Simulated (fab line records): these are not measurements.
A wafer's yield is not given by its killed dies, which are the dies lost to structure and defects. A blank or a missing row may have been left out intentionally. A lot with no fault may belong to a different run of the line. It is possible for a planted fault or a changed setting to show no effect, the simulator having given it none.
fab line records	flow n5_finfet
record: lots: 24	wafers: 72	last_day: 17
route steps=1938 shown BEOL_M13@1672
lots that met no fault: taken from a fault-free run of the same line
start_h: the number of hours between the record's first day and the start of the first shown wafer of the lot	wait_h: how many hours have passed since the lot's step before this one	" as in the row above	L1.1+2: one row covering several wafers at once	- no value, or no start given	* or withheld: withheld	< > ~ a bound
route shown NAME@n: names a module that has steps shown in the file, with the first one's number in the route	usual: the fault-free wafers' mean and standard deviation	same: alike in all rows	chamber/n: place in a boat	sites: readings site by site	_std_site: standard deviation of those values	_edge_site: outer sites' mean less inner sites'	radius_mm: how far each site lies from the wafer's centre	mask NAME#n: copy n	behind: the last tool/chamber to shape the wafer	hold: cause of the lot's hold/its duration in hours/its outcome	device: which transistor (n, p or np) failed to switch	end of line: tests of these same wafers at the route's end	step lacking rows: just its recipe	killed: the dies lost at the first sort to structure and to defects; this is not the yield of the wafer	map: the dies of a wafer, with x for killed, . for not killed, _ for no die there
set.NAME: the run value of the setting; set.NAME@STEP: its run value at that earlier step	model.NAME: the simulator's own value behind a step, which no gauge read
route steps across a sampled set of lots; one table per step, one row per wafer
services: from which hour (start_h, from the record's first day; less than 0 if before it) a tool's chamber was out of use, for how many hours, and why
== steps ==
step: N5_BEOL_M13_DESCUM_15
recipe: chemistry: O2	time_s: 7.9	source_power_w: 50	bias_power_w: 20	pressure_mtorr: 20	rf_frequency_hz: 2.712e+07	temp_c: 40	o2_flow_sccm: 225
usual: drypump_motor_current_A: 5.8/0.4	oes_product_au: 0.79/0.068	rf_vpp_V: 243.3/1.1	showerhead_plenum_p_Torr: 2.09/0.05	throttle_valve_pct: 20.36/0.23
lot.wafer	tool	chamber	start_h	wait_h	drypump_motor_current_A	oes_product_au	rf_hours_counter_h	rf_vpp_V	showerhead_plenum_p_Torr	throttle_valve_pct
L074.1	rie_diel-05	1	234.19	0.1	6.2	0.78	112	243.7	2.11	20.78
L074.3	"	0	"	"	5.7	0.69	242	243.2	2.07	20.87
L074.6	"	2	"	"	5.0	0.88	-	245.6	2.14	19.88
L075.1	rie_diel-03	3	235.76	0.0	6.3	0.88	52	242.6	2.14	20.33
L075.4	"	2	"	"	5.4	0.74	161	243.4	2.09	20.38
L075.5	"	2	"	"	5.5	0.73	-	243.5	2.09	20.36
L076.2	rie_diel-01	3	238.62	0.0	5.1	0.95	13	245.5	2.13	20.09
L076.3	"	1	"	"	5.7	0.83	95	243.2	2.12	20.43
L076.6	"	1	"	"	5.7	0.83	-	242.5	2.12	20.43
L077.3	rie_diel-03	3	256.85	0.3	6.2	0.85	59	246.0	2.14	20.34
L077.4	"	1	"	"	6.1	0.73	-	245.2	2.18	20.44
L077.6	"	3	"	"	6.2	0.86	-	244.2	2.14	20.34
L078.1	rie_diel-03	1	263.52	0.0	6.1	0.73	179	244.2	2.18	20.45
L078.3	"	0	"	"	6.2	0.76	150	242.0	2.01	20.18
L078.5	"	0	"	"	6.1	0.76	-	241.5	2.01	20.16
L079.1	rie_diel-03	0	271.24	0.0	6.2	0.76	153	240.0	2.00	20.18
L079.5	"	0	"	"	6.2	0.76	-	243.1	2.01	20.18
L079.6	"	1	"	"	6.1	0.72	-	243.4	2.18	20.45
L080.1	rie_diel-03	3	277.23	0.1	6.2	0.85	68	243.1	2.13	20.34
L080.4	"	1	"	"	6.2	0.72	-	244.0	2.18	20.46
L080.6	"	0	"	"	6.2	0.75	-	242.7	2.00	20.18
L081.4	rie_diel-01	1	285.66	0.1	5.7	0.82	109	242.9	2.12	20.45
L081.5	"	1	"	"	5.7	0.81	-	244.9	2.12	20.44
L081.6	"	2	"	"	5.7	0.81	-	242.6	2.03	20.18
L082.2	rie_diel-01	0	291.32	0.1	5.6	0.73	174	244.2	2.09	20.49
L082.3	"	1	"	"	5.7	0.81	112	243.0	2.11	20.45
L082.6	"	3	"	"	5.2	0.91	-	243.4	2.13	20.11
L083.1	rie_diel-01	2	295.94	0.4	5.7	0.80	95	241.1	2.03	20.19
L083.2	"	1	"	"	5.7	0.80	114	242.9	2.11	20.46
L083.4	"	0	"	"	5.6	0.74	177	242.6	2.09	20.49
L086.2	rie_diel-03	2	296.65	0.4	5.4	0.72	173	243.7	2.08	20.36
L086.3	"	3	"	"	6.3	0.83	78	242.5	2.13	20.35
L086.5	"	2	"	"	5.5	0.72	-	242.8	2.08	20.37
L084.1	rie_diel-01	1	301.35	0.2	5.7	0.80	116	244.5	2.11	20.46
L084.2	"	2	"	"	5.7	0.80	98	242.6	2.03	20.18
L084.3	"	3	"	"	5.2	0.89	40	244.2	2.12	20.11
L085.2	rie_diel-03	3	302.45	0.2	6.2	0.83	81	244.5	2.13	20.38
L085.3	"	0	"	"	6.2	0.75	169	242.8	2.00	20.20
L085.4	"	2	"	"	5.4	0.71	176	243.1	2.08	20.38
L087.2	rie_diel-05	0	315.25	0.1	5.7	0.97	3	243.5	2.07	20.46
L087.3	"	3	"	"	5.4	0.72	200	242.7	2.08	20.95
L087.6	"	0	"	"	5.7	0.98	-	241.9	2.07	20.48
L088.1	rie_diel-03	1	324.35	0.0	6.1	0.71	206	243.8	2.17	20.49
L088.3	"	2	"	"	5.4	0.71	183	243.0	2.08	20.39
L088.4	"	0	"	"	6.2	0.73	176	242.3	2.00	20.20
L089.3	rie_diel-05	3	324.51	0.0	5.4	0.71	203	242.2	2.07	20.99
L089.5	"	2	"	"	5.0	0.85	-	242.1	2.13	19.89
L089.6	"	3	"	"	5.4	0.71	-	243.1	2.07	20.96
L091.2	rie_diel-01	3	334.86	0.0	5.2	0.88	49	243.3	2.12	20.13
L091.5	"	2	"	"	5.7	0.79	-	242.5	2.03	20.20
L091.6	"	3	"	"	5.2	0.88	-	243.0	2.12	20.15
L092.1	rie_diel-03	1	337.64	0.0	6.2	0.70	209	245.4	2.17	20.48
L092.4	"	3	"	"	6.2	0.82	91	244.4	2.12	20.40
L092.6	"	2	"	"	5.5	0.70	-	244.2	2.08	20.42
L090.2	rie_diel-01	0	337.90	0.0	5.6	0.72	188	244.6	2.09	20.51
L090.5	"	3	"	"	5.1	0.88	-	244.1	2.12	20.13
L090.6	"	0	"	"	5.6	0.72	-	243.8	2.09	20.52
L094.1	rie_diel-05	2	360.62	0.0	5.0	0.83	68	243.8	2.13	19.91
L094.2	"	1	"	"	6.2	0.76	139	241.3	2.10	20.82
L094.6	"	2	"	"	5.0	0.83	-	243.3	2.13	19.92
L096.2	rie_diel-01	0	366.57	0.0	5.6	0.71	196	244.0	2.08	20.52
L096.4	"	1	"	"	5.7	0.78	136	243.3	2.11	20.48
L096.5	"	0	"	"	5.6	0.72	-	243.0	2.08	20.52
L097.1	rie_diel-03	0	367.44	0.0	6.2	0.73	189	242.0	1.99	20.24
L097.2	"	2	"	"	5.4	0.70	197	242.4	2.07	20.43
L097.5	"	2	"	"	5.4	0.69	-	242.2	2.07	20.42
L095.1	rie_diel-01	2	368.07	0.1	5.7	0.77	120	240.7	2.02	20.21
L095.2	"	1	"	"	5.7	0.78	136	242.3	2.11	20.50
L095.4	"	0	"	"	5.6	0.71	196	242.4	2.08	20.52
L093.3	rie_diel-01	0	368.90	0.1	5.6	0.71	197	241.2	2.08	20.53
L093.4	"	3	"	"	5.2	0.85	61	242.7	2.12	20.17
L093.6	"	3	"	"	5.1	0.87	-	243.8	2.12	20.14
step: N5_BEOL_M13_CD_MEAS_28
recipe: target_cd_nm: 209.5	landing_energy_ev: 500	detector: se_inlens
usual: cd_nm: 209.4/0.84
lot.wafer	tool	chamber	start_h	wait_h	cd_nm
L074.1	cd_sem-01	0	235.17	-	209.5
L074.3	"	0	"	"	210.5
L074.6	"	0	"	"	210.6
L075.1	cd_sem-03	0	236.75	-	210.3
L075.4	"	0	"	"	208.4
L075.5	"	0	"	"	209.4
L076.2	cd_sem-01	0	239.48	-	209.6
L076.3	"	0	"	"	209.4
L076.6	"	0	"	"	209.8
L077.3	cd_sem-01	0	257.71	-	210.7
L077.4	"	0	"	"	209.5
L077.6	"	0	"	"	210.8
L078.1	cd_sem-01	0	264.50	-	209.5
L078.3	"	0	"	"	209.9
L078.5	"	0	"	"	209.5
L079.1	cd_sem-01	0	272.09	-	208.6
L079.5	"	0	"	"	207.7
L079.6	"	0	"	"	208.3
L080.1	cd_sem-01	0	278.09	-	210.3
L080.4	"	0	"	"	209.9
L080.6	"	0	"	"	209.8
L081.4	cd_sem-01	0	286.54	-	210.0
L081.5	"	0	"	"	210.7
L081.6	"	0	"	"	209.3
L082.2	cd_sem-03	0	292.18	-	209.6
L082.3	"	0	"	"	210.1
L082.6	"	0	"	"	209.8
L083.1	cd_sem-03	0	296.81	-	210.2
L083.2	"	0	"	"	209.1
L083.4	"	0	"	"	210.1
L086.2	cd_sem-03	0	297.51	-	210.0
L086.3	"	0	"	"	209.7
L086.5	"	0	"	"	210.1
L084.1	cd_sem-01	0	302.21	-	209.1
L084.2	"	0	"	"	209.4
L084.3	"	0	"	"	209.8
L085.2	cd_sem-02	0	303.35	-	209.2
L085.3	"	0	"	"	207.0
L085.4	"	0	"	"	207.5
L087.2	cd_sem-03	0	316.11	-	209.0
L087.3	"	0	"	"	208.9
L087.6	"	0	"	"	209.9
L088.1	cd_sem-01	0	325.20	-	209.9
L088.3	"	0	"	"	210.3
L088.4	"	0	"	"	210.4
L089.3	cd_sem-02	0	325.37	-	210.3
L089.5	"	0	"	"	210.5
L089.6	"	0	"	"	210.5
L091.2	cd_sem-01	0	335.84	-	209.0
L091.5	"	0	"	"	208.8
L091.6	"	0	"	"	209.5
L092.1	cd_sem-03	0	338.62	-	209.9
L092.4	"	0	"	"	209.6
L092.6	"	0	"	"	209.5
L090.2	cd_sem-03	0	338.78	-	208.8
L090.5	"	0	"	"	209.7
L090.6	"	0	"	"	208.8
L094.1	cd_sem-03	0	361.60	-	208.9
L094.2	"	0	"	"	210.7
L094.6	"	0	"	"	210.0
L096.2	cd_sem-03	0	367.56	-	208.3
L096.4	"	0	"	"	208.2
L096.5	"	0	"	"	208.5
L097.1	cd_sem-02	0	368.43	-	208.6
L097.2	"	0	"	"	208.5
L097.5	"	0	"	"	208.5
L095.1	cd_sem-01	0	369.06	-	208.9
L095.2	"	0	"	"	209.0
L095.4	"	0	"	"	208.6
L093.3	cd_sem-03	0	369.76	-	207.1
L093.4	"	0	"	"	209.8
L093.6	"	0	"	"	208.8
step: N5_BEOL_M13_INSPECT_30
recipe: mode: adi	inspect_instrument: macro
usual: raw_defect_count: 1.9/1.5
lot.wafer	tool	chamber	start_h	wait_h	raw_defect_count
L074.1	defect_inspect-01	-	235.22	0.0	2
L074.3	"	-	"	"	1
L074.6	"	-	"	"	2
L075.1	defect_inspect-01	-	236.81	0.0	3
L075.4	"	-	"	"	2
L075.5	"	-	"	"	1
L076.2	defect_inspect-02	-	239.53	0.0	1
L076.3	"	-	"	"	3
L076.6	"	-	"	"	5
L077.3	defect_inspect-02	-	257.76	0.0	2
L077.4	"	-	"	"	0
L077.6	"	-	"	"	3
L078.1	defect_inspect-01	-	264.56	0.0	1
L078.3	"	-	"	"	3
L078.5	"	-	"	"	1
L079.1	defect_inspect-01	-	272.15	0.0	2
L079.5	"	-	"	"	0
L079.6	"	-	"	"	3
L080.1	defect_inspect-01	-	278.14	0.0	0
L080.4	"	-	"	"	3
L080.6	"	-	"	"	0
L081.4	defect_inspect-01	-	286.59	0.0	2
L081.5	"	-	"	"	3
L081.6	"	-	"	"	3
L082.2	defect_inspect-01	-	292.24	0.0	2
L082.3	"	-	"	"	6
L082.6	"	-	"	"	3
L083.1	defect_inspect-01	-	296.86	0.0	4
L083.2	"	-	"	"	3
L083.4	"	-	"	"	2
L086.2	defect_inspect-01	-	297.57	0.0	1
L086.3	"	-	"	"	1
L086.5	"	-	"	"	4
L084.1	defect_inspect-02	-	302.26	0.0	2
L084.2	"	-	"	"	1
L084.3	"	-	"	"	3
L085.2	defect_inspect-02	-	303.40	0.0	1
L085.3	"	-	"	"	0
L085.4	"	-	"	"	2
L087.2	defect_inspect-01	-	316.16	0.0	4
L087.3	"	-	"	"	3
L087.6	"	-	"	"	1
L088.1	defect_inspect-01	-	325.26	0.0	1
L088.3	"	-	"	"	0
L088.4	"	-	"	"	4
L089.3	defect_inspect-01	-	325.42	0.0	0
L089.5	"	-	"	"	1
L089.6	"	-	"	"	1
L091.2	defect_inspect-01	-	335.90	0.0	5
L091.5	"	-	"	"	1
L091.6	"	-	"	"	1
L092.1	defect_inspect-01	-	338.68	0.0	4
L092.4	"	-	"	"	1
L092.6	"	-	"	"	1
L090.2	defect_inspect-01	-	338.83	0.0	1
L090.5	"	-	"	"	2
L090.6	"	-	"	"	2
L094.1	defect_inspect-01	-	361.66	0.0	2
L094.2	"	-	"	"	0
L094.6	"	-	"	"	2
L096.2	defect_inspect-01	-	367.61	0.0	0
L096.4	"	-	"	"	2
L096.5	"	-	"	"	1
L097.1	defect_inspect-02	-	368.50	0.0	1
L097.2	"	-	"	"	2
L097.5	"	-	"	"	5
L095.1	defect_inspect-02	-	369.11	0.0	1
L095.2	"	-	"	"	1
L095.4	"	-	"	"	0
L093.3	defect_inspect-01	-	369.81	0.0	1
L093.4	"	-	"	"	1
L093.6	"	-	"	"	3
step: N5_BEOL_M13_STRIP_37
recipe: chemistry: N2/H2	power_w: 1000	temp_c: 250	h2_frac: 0.65	overash_fraction: 0.3	pressure_mtorr: withheld	n2_flow_sccm: 1750	h2_flow_sccm: 3250
usual: drypump_motor_current_A: 6.2/0.41	heater_power_w: 339/22	oes_product_au: 0.785/0.012
lot.wafer	tool	chamber	start_h	wait_h	drypump_motor_current_A	heater_power_w	oes_product_au	rf_hours_counter_h
L074.1	plasma_asher-02	1	235.88	0.0	6.5	308	0.788	128
L074.3	"	1	"	"	6.5	313	0.799	-
L074.6	"	0	"	"	6.4	323	0.789	-
L075.1	plasma_asher-01	1	237.46	0.0	6.5	331	0.769	63
L075.4	"	0	"	"	5.6	363	0.772	-
L075.5	"	0	"	"	5.5	367	0.787	-
L076.2	plasma_asher-02	1	240.24	0.0	6.5	313	0.779	129
L076.3	"	1	"	"	6.5	311	0.775	-
L076.6	"	0	"	"	6.4	323	0.768	-
L077.3	plasma_asher-02	0	258.84	0.1	6.4	335	0.778	-
L077.4	"	1	"	"	6.5	316	0.769	-
L077.6	"	1	"	"	6.5	309	0.785	-
L078.1	plasma_asher-01	0	265.21	0.0	5.6	373	0.799	68
L078.3	"	0	"	"	5.5	366	0.787	-
L078.5	"	1	"	"	6.5	332	0.784	-
L079.1	plasma_asher-01	0	272.81	0.0	5.5	370	0.777	72
L079.5	"	0	"	"	5.5	368	0.775	-
L079.6	"	1	"	"	6.5	338	0.761	-
L080.1	plasma_asher-01	0	279.62	0.0	5.6	368	0.787	74
L080.4	"	1	"	"	6.5	333	0.794	-
L080.6	"	1	"	"	6.5	343	0.783	-
L081.4	plasma_asher-02	1	287.38	0.1	6.5	309	0.799	-
L081.5	"	1	"	"	6.5	305	0.789	-
L081.6	"	0	"	"	6.4	333	0.793	-
L082.2	plasma_asher-01	1	293.02	0.0	6.4	336	0.815	76
L082.3	"	0	"	"	5.6	365	0.786	-
L082.6	"	1	"	"	6.5	343	0.786	-
L083.1	plasma_asher-02	1	298.27	0.0	6.5	306	0.784	138
L083.2	"	0	"	"	6.4	318	0.778	138
L083.4	"	1	"	"	6.5	302	0.778	-
L086.2	plasma_asher-02	0	299.07	0.0	6.4	324	0.773	138
L086.3	"	1	"	"	6.5	306	0.794	-
L086.5	"	0	"	"	6.3	328	0.778	-
L084.1	plasma_asher-02	0	303.51	0.0	6.4	322	0.784	138
L084.2	"	1	"	"	6.5	312	0.791	138
L084.3	"	1	"	"	6.5	303	0.788	-
L085.2	plasma_asher-01	1	304.06	0.0	6.5	331	0.792	79
L085.3	"	0	"	"	5.6	364	0.770	-
L085.4	"	1	"	"	6.5	333	0.777	-
L087.2	plasma_asher-01	0	316.83	0.0	5.5	370	0.764	81
L087.3	"	1	"	"	6.5	342	0.777	-
L087.6	"	1	"	"	6.5	331	0.787	-
L088.1	plasma_asher-02	0	326.08	0.0	6.4	322	0.775	144
L088.3	"	0	"	"	6.4	326	0.776	-
L088.4	"	1	"	"	6.5	315	0.770	-
L089.3	plasma_asher-02	0	326.51	0.1	6.4	340	0.794	-
L089.5	"	1	"	"	6.5	314	0.806	-
L089.6	"	0	"	"	6.4	338	0.787	-
L091.2	plasma_asher-01	0	336.55	0.0	5.6	363	0.786	85
L091.5	"	1	"	"	6.4	339	0.807	-
L091.6	"	0	"	"	5.5	371	0.798	-
L092.1	plasma_asher-01	0	339.45	0.0	5.6	373	0.790	86
L092.4	"	0	"	"	5.6	375	0.790	-
L092.6	"	0	"	"	5.6	358	0.787	-
L090.2	plasma_asher-01	1	339.99	0.0	6.5	335	0.786	86
L090.5	"	0	"	"	5.6	373	0.785	-
L090.6	"	1	"	"	6.5	338	0.786	-
L094.1	plasma_asher-01	0	362.31	0.0	5.6	373	0.775	90
L094.2	"	1	"	"	6.5	336	0.793	90
L094.6	"	1	"	"	6.5	344	0.789	-
L096.2	plasma_asher-01	0	368.26	0.0	5.5	377	0.766	91
L096.4	"	1	"	"	6.5	336	0.794	-
L096.5	"	1	"	"	6.5	327	0.785	-
L097.1	plasma_asher-01	1	369.47	0.0	6.5	336	0.798	92
L097.2	"	0	"	"	5.5	369	0.783	92
L097.5	"	1	"	"	6.5	338	0.776	-
L095.1	plasma_asher-02	1	369.99	0.0	6.5	307	0.809	153
L095.2	"	0	"	"	6.4	322	0.788	153
L095.4	"	0	"	"	6.4	333	0.806	-
L093.3	plasma_asher-01	1	370.48	0.1	6.5	329	0.771	-
L093.4	"	0	"	"	5.5	368	0.774	-
L093.6	"	1	"	"	6.5	343	0.805	-
step: N5_BEOL_M13_ANNEAL_48
recipe: temp_c: 225	time_s: 90	ambient: N2
usual: anneal_temp_c_max: 226.1/0.48	wafer_temp_C_max: 226.2/0.74
lot.wafer	tool	chamber	start_h	wait_h	anneal_temp_c_max	wafer_temp_C_max
L074.1	rtp_anneal-02	0	237.27	0.6	226.7	226.8
L074.3	"	0	"	"	226.5	226.5
L074.6	"	0	"	"	227.0	226.6
L075.1	rtp_anneal-01	0	238.28	0.1	225.5	225.4
L075.4	"	0	"	"	225.6	225.7
L075.5	"	0	"	"	225.6	225.6
L076.2	rtp_anneal-02	0	243.15	0.3	227.1	227.4
L076.3	"	0	"	"	226.4	227.0
L076.6	"	0	"	"	226.6	226.5
L077.3	rtp_anneal-01	0	261.08	0.2	225.6	225.3
L077.4	"	0	"	"	225.7	225.7
L077.6	"	0	"	"	225.6	225.8
L078.1	rtp_anneal-01	0	267.59	0.1	225.7	225.9
L078.3	"	0	"	"	226.0	225.8
L078.5	"	0	"	"	226.0	225.6
L079.1	rtp_anneal-01	0	275.73	0.1	225.7	225.5
L079.5	"	0	"	"	225.7	226.1
L079.6	"	0	"	"	225.9	225.6
L080.1	rtp_anneal-01	0	281.35	0.1	225.6	225.8
L080.4	"	0	"	"	225.3	225.5
L080.6	"	0	"	"	225.8	225.4
L081.4	rtp_anneal-02	0	290.33	0.7	226.4	226.5
L081.5	"	0	"	"	226.9	227.2
L081.6	"	0	"	"	227.1	226.4
L082.2	rtp_anneal-02	0	295.83	0.2	226.2	227.1
L082.3	"	0	"	"	226.4	227.8
L082.6	"	0	"	"	226.4	227.9
L083.1	rtp_anneal-01	0	300.18	0.1	225.4	225.7
L083.2	"	0	"	"	225.5	225.6
L083.4	"	0	"	"	225.7	225.7
L086.2	rtp_anneal-02	0	300.90	0.5	226.2	227.7
L086.3	"	0	"	"	226.6	226.8
L086.5	"	0	"	"	226.3	227.2
L084.1	rtp_anneal-01	0	306.68	0.2	225.9	225.7
L084.2	"	0	"	"	226.2	225.8
L084.3	"	0	"	"	225.7	225.6
L085.2	rtp_anneal-01	0	307.36	0.2	225.5	225.4
L085.3	"	0	"	"	225.9	225.5
L085.4	"	0	"	"	225.9	225.9
L087.2	rtp_anneal-01	0	318.33	0.5	225.9	225.5
L087.3	"	0	"	"	225.9	225.5
L087.6	"	0	"	"	226.0	225.7
L088.1	rtp_anneal-02	0	330.15	0.1	226.4	227.1
L088.3	"	0	"	"	226.4	226.6
L088.4	"	0	"	"	227.2	227.0
L089.3	rtp_anneal-01	0	330.61	0.2	226.1	225.7
L089.5	"	0	"	"	225.7	225.5
L089.6	"	0	"	"	226.2	225.3
L091.2	rtp_anneal-02	0	337.53	0.2	226.2	227.1
L091.5	"	0	"	"	226.8	227.0
L091.6	"	0	"	"	226.5	227.7
L092.1	rtp_anneal-02	0	340.85	0.6	227.0	226.6
L092.4	"	0	"	"	226.2	226.5
L092.6	"	0	"	"	226.9	225.8
L090.2	rtp_anneal-02	0	346.10	0.2	226.8	227.1
L090.5	"	0	"	"	226.1	227.1
L090.6	"	0	"	"	226.6	227.6
L094.1	rtp_anneal-01	0	363.73	0.5	225.9	225.6
L094.2	"	0	"	"	226.1	225.6
L094.6	"	0	"	"	225.6	225.3
L096.2	rtp_anneal-01	0	370.45	0.7	226.0	226.2
L096.4	"	0	"	"	225.6	225.8
L096.5	"	0	"	"	225.6	225.8
L097.1	rtp_anneal-01	0	371.82	0.1	225.7	225.2
L097.2	"	0	"	"	225.6	225.5
L097.5	"	0	"	"	225.6	225.6
L095.1	rtp_anneal-02	0	372.83	0.7	226.7	226.9
L095.2	"	0	"	"	226.8	227.1
L095.4	"	0	"	"	226.2	227.2
L093.3	rtp_anneal-01	0	373.08	0.7	225.8	225.7
L093.4	"	0	"	"	225.7	225.9
L093.6	"	0	"	"	225.8	225.7
step: N5_BEOL_M13_THK_MEAS_50
recipe: thk_meas_gauge: xrf	reads: Cu_of_BEOL_M13_ECD_47
usual: M13_THK: 429/6.8
lot.wafer	tool	chamber	start_h	wait_h	M13_THK[nm]
L074.1	film_metro-02	-	237.99	-	433
L074.3	"	-	"	"	433
L074.6	"	-	"	"	448
L075.1	film_metro-02	-	238.87	-	425
L075.4	"	-	"	"	431
L075.5	"	-	"	"	439
L076.2	film_metro-01	-	243.88	-	425
L076.3	"	-	"	"	429
L076.6	"	-	"	"	426
L077.3	film_metro-02	-	261.58	-	438
L077.4	"	-	"	"	435
L077.6	"	-	"	"	424
L078.1	film_metro-02	-	268.18	-	431
L078.3	"	-	"	"	435
L078.5	"	-	"	"	432
L079.1	film_metro-02	-	276.33	-	432
L079.5	"	-	"	"	433
L079.6	"	-	"	"	437
L080.1	film_metro-01	-	281.94	-	435
L080.4	"	-	"	"	435
L080.6	"	-	"	"	428
L081.4	film_metro-01	-	290.79	-	425
L081.5	"	-	"	"	425
L081.6	"	-	"	"	433
L082.2	film_metro-02	-	296.37	-	431
L082.3	"	-	"	"	435
L082.6	"	-	"	"	428
L083.1	film_metro-01	-	300.77	-	434
L083.2	"	-	"	"	435
L083.4	"	-	"	"	426
L086.2	film_metro-02	-	301.73	-	421
L086.3	"	-	"	"	426
L086.5	"	-	"	"	424
L084.1	film_metro-01	-	307.27	-	426
L084.2	"	-	"	"	435
L084.3	"	-	"	"	425
L085.2	film_metro-02	-	307.91	-	421
L085.3	"	-	"	"	423
L085.4	"	-	"	"	424
L087.2	film_metro-02	-	318.88	-	426
L087.3	"	-	"	"	436
L087.6	"	-	"	"	434
L088.1	film_metro-01	-	330.74	-	424
L088.3	"	-	"	"	436
L088.4	"	-	"	"	426
L089.3	film_metro-01	-	331.11	-	434
L089.5	"	-	"	"	430
L089.6	"	-	"	"	431
L091.2	film_metro-01	-	338.07	-	430
L091.5	"	-	"	"	438
L091.6	"	-	"	"	425
L092.1	film_metro-02	-	341.44	-	418
L092.4	"	-	"	"	413
L092.6	"	-	"	"	414
L090.2	film_metro-02	-	346.64	-	436
L090.5	"	-	"	"	429
L090.6	"	-	"	"	437
L094.1	film_metro-02	-	364.32	-	422
L094.2	"	-	"	"	421
L094.6	"	-	"	"	422
L096.2	film_metro-02	-	371.01	-	444
L096.4	"	-	"	"	430
L096.5	"	-	"	"	442
L097.1	film_metro-01	-	372.41	-	419
L097.2	"	-	"	"	430
L097.5	"	-	"	"	421
L093.3	film_metro-01	-	373.58	-	435
L093.4	"	-	"	"	420
L093.6	"	-	"	"	422
L095.1	film_metro-01	-	373.70	-	447
L095.2	"	-	"	"	429
L095.4	"	-	"	"	442
== services ==
tool	chamber	start_h	hours	kind
plasma_asher-01	-	223.51	2.8	pm
rie_diel-01	-	232.90	2.8	pm
rie_diel-03	2	248.66	32.5	repair
rie_diel-05	-	255.94	4.4	repair
rie_diel-03	3	261.12	1.6	repair
rie_diel-05	0	261.54	-	clean
rie_diel-05	0	261.54	-	consumable_replace:focus_ring
plasma_asher-02	-	264.38	15.6	pm
rie_diel-05	-	265.35	34.4	repair
rie_diel-03	1	349.49	7.0	repair
rie_diel-05	3	353.07	7.0	repair
== key ==
fault none
